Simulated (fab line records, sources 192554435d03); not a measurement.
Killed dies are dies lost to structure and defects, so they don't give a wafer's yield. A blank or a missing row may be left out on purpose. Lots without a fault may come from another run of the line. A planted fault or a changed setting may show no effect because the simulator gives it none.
Which tool did it? | flow n5_finfet | 11 lots, 30 wafers sampled, at 5 steps of a route of 1938

WHAT THE GAUGES READ, wafer by wafer
N5_BEOL_M4_INSPECT_30: inspects for defects (brightfield). Usual: raw_defect_count 418, standard deviation 89.
lot  | measured     | on                | raw_defect_count | flag
L445 | day 7 07:42  | defect_inspect-01 | 288 227          |
L447 | day 7 14:24  | defect_inspect-01 | 299 315          |
L448 | day 8 02:31  | defect_inspect-02 | 590 446 475      |
L449 | day 8 12:26  | defect_inspect-01 | 304 518 603      |
L450 | day 8 14:22  | defect_inspect-02 | 419 438 327      |
L453 | day 9 09:42  | defect_inspect-01 | 433 430          |
L455 | day 9 10:13  | defect_inspect-01 | 386 432 537      |
L456 | day 9 22:19  | defect_inspect-01 | 350 398 591      |
L459 | day 10 23:53 | defect_inspect-01 | 395 469 430      |
L460 | day 11 11:20 | defect_inspect-02 | 502 475 464      |
L465 | day 12 02:34 | defect_inspect-02 | 363 389 535      |

N5_BEOL_M4_RC_MEAS_101. Usual: DIBL_N 36.3 mV/V, standard deviation 1.6; DIBL_P 36.2 mV/V, standard deviation 2.1; IOFF_N 0.16 nA/um, standard deviation 0.031; IOFF_P 0.21 nA/um, standard deviation 0.034; ION_N 673 uA/um, standard deviation 11; ION_P 461 uA/um, standard deviation 7.4; SS_N 71.6 mV/dec, standard deviation 0.55; SS_P 73.3 mV/dec, standard deviation 0.66; VT_N 251 mV, standard deviation 3.2; VT_P -251 mV, standard deviation 3.5.
lot  | measured     | on        | DIBL_N (mV/V)  | DIBL_P (mV/V)  | IOFF_N (nA/um) | IOFF_P (nA/um) | ION_N (uA/um) | ION_P (uA/um) | SS_N (mV/dec)  | SS_P (mV/dec)  | VT_N (mV)   | VT_P (mV)      | flag
L445 | day 7 13:00  | prober-02 | 36.6 34.4      | 35.7 33.3      | 0.16 0.13      | 0.23 0.19      | 678 683       | 469 473       | 72.4 71.6      | 73.7 73.3      | 250 252     | -252 -250      |
L447 | day 7 19:15  | prober-02 | 33.4 35.0      | 33.4 36.1      | 0.12 0.15      | 0.15 0.20      | 664 661       | 452 453       | 70.8 71.6      | 72.9 73.3      | 258 249     | -254 -251      |
L448 | day 8 12:02  | prober-01 | 37.1 34.0 35.2 | 37.1 33.1 35.2 | 0.18 0.12 0.15 | 0.21 0.16 0.18 | 673 648 679   | 458 447 456   | 72.1 71.8 72.0 | 74.2 72.7 73.1 | 248 254 250 | -250 -255 -254 |
L449 | day 8 17:03  | prober-02 | 36.0 38.8 38.9 | 35.8 39.2 39.4 | 0.14 0.20 0.19 | 0.22 0.28 0.28 | 661 679 675   | 460 467 473   | 72.0 71.9 72.2 | 73.4 74.3 74.7 | 255 249 248 | -250 -244 -244 |
L450 | day 8 20:27  | prober-01 | 34.0 35.5 32.7 | 34.1 35.7 32.4 | 0.12 0.15 0.11 | 0.20 0.21 0.18 | 665 666 669   | 465 461 468   | 70.5 70.8 70.6 | 73.1 73.2 72.9 | 253 251 256 | -249 -247 -252 |
L453 | day 9 17:47  | prober-01 | 34.9 35.7      | 32.9 33.0      | 0.12 0.14      | 0.18 0.19      | 653 677       | 457 462       | 71.0 70.8      | 73.2 72.8      | 255 251     | -252 -253      |
L455 | day 9 19:12  | prober-01 | 34.6 36.0 35.9 | 34.2 36.7 36.5 | 0.14 0.18 0.17 | 0.17 0.20 0.20 | 675 683 694   | 458 469 469   | 71.9 71.6 72.3 | 73.1 73.8 74.3 | 252 249 249 | -255 -251 -252 |
L456 | day 10 06:25 | prober-01 | 35.0 37.7 36.8 | 33.8 36.7 34.5 | 0.13 0.19 0.15 | 0.17 0.21 0.18 | 672 676 661   | 456 456 453   | 70.8 72.4 71.7 | 72.5 73.1 72.5 | 256 249 253 | -254 -251 -254 |
L459 | day 11 05:43 | prober-01 | 36.4 35.1 38.9 | 38.2 35.3 40.0 | 0.18 0.15 0.22 | 0.25 0.19 0.27 | 687 670 682   | 474 457 467   | 71.8 71.4 72.6 | 73.9 73.2 74.5 | 246 249 246 | -248 -250 -250 |
L460 | day 11 16:39 | prober-02 | 36.4 34.2 34.8 | 34.9 32.6 34.5 | 0.15 0.12 0.14 | 0.19 0.16 0.19 | 674 643 660   | 457 451 459   | 71.6 71.2 70.7 | 72.7 71.4 73.0 | 248 255 253 | -251 -251 -252 |
L465 | day 12 09:29 | prober-01 | 36.9 33.8 36.6 | 37.1 33.7 37.1 | 0.16 0.11 0.16 | 0.18 0.13 0.17 | 670 662 682   | 454 446 459   | 71.6 70.9 71.5 | 73.1 72.7 73.2 | 251 256 249 | -258 -262 -258 |

WHICH TOOL RAN EACH LOT (tool, then ch and the chambers of the sampled wafers, then the start)
lot  | N5_BEOL_M4_TRENCH_ETCH_37          | N5_BEOL_M4_DEGAS_44          | N5_BEOL_M4_PRE_CLEAN_45
L445 | rie_diel-02 ch 0,3, day 7 08:19    | pvd_sputter-02, day 7 09:23  | pvd_sputter-02, day 7 09:25
L447 | rie_diel-06 ch 2,3, day 7 15:13    | pvd_sputter-01, day 7 15:37  | pvd_sputter-01, day 7 15:39
L448 | rie_diel-04 ch 0,2,3, day 8 07:47  | pvd_sputter-01, day 8 08:13  | pvd_sputter-01, day 8 08:15
L449 | rie_diel-02 ch 0,1, day 8 12:59    | pvd_sputter-01, day 8 13:19  | pvd_sputter-01, day 8 13:22
L450 | rie_diel-06 ch 0,2,3, day 8 15:43  | pvd_sputter-01, day 8 16:03  | pvd_sputter-01, day 8 16:05
L453 | rie_diel-06 ch 2, day 9 12:38      | pvd_sputter-03, day 9 13:39  | pvd_sputter-03, day 9 13:41
L455 | rie_diel-06 ch 1,3, day 9 13:29    | pvd_sputter-03, day 9 14:03  | pvd_sputter-03, day 9 14:05
L456 | rie_diel-06 ch 2,3, day 10 01:34   | pvd_sputter-03, day 10 02:31 | pvd_sputter-03, day 10 02:34
L459 | rie_diel-06 ch 0,2, day 11 01:20   | pvd_sputter-01, day 11 01:51 | pvd_sputter-01, day 11 01:53
L460 | rie_diel-06 ch 0,2,3, day 11 12:36 | pvd_sputter-03, day 11 12:56 | pvd_sputter-03, day 11 12:59
L465 | rie_diel-06 ch 1,3, day 12 03:05   | pvd_sputter-02, day 12 04:01 | pvd_sputter-02, day 12 04:04
- N5_BEOL_M4_TRENCH_ETCH_37: etches SiOC in C4F6/O2, target depth 55.555 nm, time 29.2 s.
- N5_BEOL_M4_DEGAS_44: time 60 s.
- N5_BEOL_M4_PRE_CLEAN_45: time 30 s.

WHAT THE TOOLS THEMSELVES READ (means of the sampled wafers that have a number; where no wafer has one, the mark that the record gives instead)
N5_BEOL_M4_TRENCH_ETCH_37. Usual: bias_w 185.0 W, standard deviation 0.57; drypump_motor_current_A 5.7 A, standard deviation 0.38; oes_product_au 0.77 a.u., standard deviation 0.092; rf_vpp_V 661 V, standard deviation 8.9; showerhead_plenum_p_Torr 2.83 Torr, standard deviation 0.079; throttle_valve_pct 21.09 %, standard deviation 0.24.
lot  | tool        | bias_w (W) | drypump_motor_current_A (A) | oes_product_au (a.u.) | rf_vpp_V (V) | showerhead_plenum_p_Torr (Torr) | throttle_valve_pct (%) | flag
L445 | rie_diel-02 | 185.9      | 5.5                         | 0.88                  | 662          | 2.96                            | 20.97                  |
L447 | rie_diel-06 | 184.8      | 5.6                         | 0.71                  | 660          | 2.79                            | 21.41                  |
L448 | rie_diel-04 | 185.1      | 6.1                         | 0.74                  | 669          | 2.78                            | 20.97                  |
L449 | rie_diel-02 | 185.0      | 5.4                         | 0.82                  | 657          | 2.93                            | 21.19                  |
L450 | rie_diel-06 | 184.4      | 5.7                         | 0.68                  | 658          | 2.82                            | 21.30                  |
L453 | rie_diel-06 | 184.8      | 5.3                         | 0.71                  | 657          | 2.74                            | 21.28                  |
L455 | rie_diel-06 | 185.1      | 6.0                         | 0.69                  | 660          | 2.89                            | 21.37                  |
L456 | rie_diel-06 | 184.6      | 5.7                         | 0.69                  | 661          | 2.78                            | 21.51                  |
L459 | rie_diel-06 | 185.5      | 5.5                         | 0.79                  | 657          | 2.78                            | 21.08                  |
L460 | rie_diel-06 | 192.0      | 5.7                         | 0.88                  | 679          | 2.81                            | 21.06                  | OFF
L465 | rie_diel-06 | 192.4      | 6.0                         | 0.96                  | 681          | 2.88                            | 20.98                  | OFF

N5_BEOL_M4_DEGAS_44. Usual: heater_power_w 333 W, standard deviation 25.
lot  | tool           | heater_power_w (W) | flag
L445 | pvd_sputter-02 | 318                |
L447 | pvd_sputter-01 | 350                |
L448 | pvd_sputter-01 | 324                |
L449 | pvd_sputter-01 | 335                |
L450 | pvd_sputter-01 | 340                |
L453 | pvd_sputter-03 | 330                |
L455 | pvd_sputter-03 | 326                |
L456 | pvd_sputter-03 | 326                |
L459 | pvd_sputter-01 | 321                |
L460 | pvd_sputter-03 | 342                |
L465 | pvd_sputter-02 | 319                |

N5_BEOL_M4_PRE_CLEAN_45. Usual: heater_power_w 334 W, standard deviation 25.
lot  | tool           | heater_power_w (W) | flag
L445 | pvd_sputter-02 | 316                |
L447 | pvd_sputter-01 | 355                |
L448 | pvd_sputter-01 | 321                |
L449 | pvd_sputter-01 | 334                |
L450 | pvd_sputter-01 | 348                |
L453 | pvd_sputter-03 | 324                |
L455 | pvd_sputter-03 | 334                |
L456 | pvd_sputter-03 | 333                |
L459 | pvd_sputter-01 | 325                |
L460 | pvd_sputter-03 | 346                |
L465 | pvd_sputter-02 | 322                |

THE ANSWER, worked out from the rows above alone
Rule: a lot is off if the mean of its wafers that have a number lies more than 3 standard deviations from the usual mean. A lot without any number at a reading at which 4 lots or more have one is off too. The other lots that the step has rows for count as sound. The gauges are gone through in route order, then the tools' own readings, and for those a lot's mean is taken as printed above. The first step at which some lot is off is used, and at that step the reading that is off furthest; a lot without a number counts as furthest.
Off: L460, L465, at N5_BEOL_M4_TRENCH_ETCH_37 (bias_w).
A tool fits if, at that step or a process step before it, it ran every lot that is off, and no sound lot after the first of them. One fits: rie_diel-06 at N5_BEOL_M4_TRENCH_ETCH_37. Its last sound lot is L459 (day 11 01:20), its first lot that is off L460 (day 11 12:36): a fault that began between those two fits.
The tool's own readings at N5_BEOL_M4_TRENCH_ETCH_37 bear it out: on the lots that are off they differ by more than 5 times the standard deviation of the sound lots' means. bias_w reads 192.2 W there against 185.0 W on the sound lots; rf_vpp_V reads 680 V there against 660 V on the sound lots.

WHAT THE SIMULATOR HAD PUT IN
Process parameter drift: rie_diel-06, from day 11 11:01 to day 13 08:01, at N5_BEOL_M4_TRENCH_ETCH_37. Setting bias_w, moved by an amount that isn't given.
Lots struck among those shown: L460, L465. The rule above found the same.
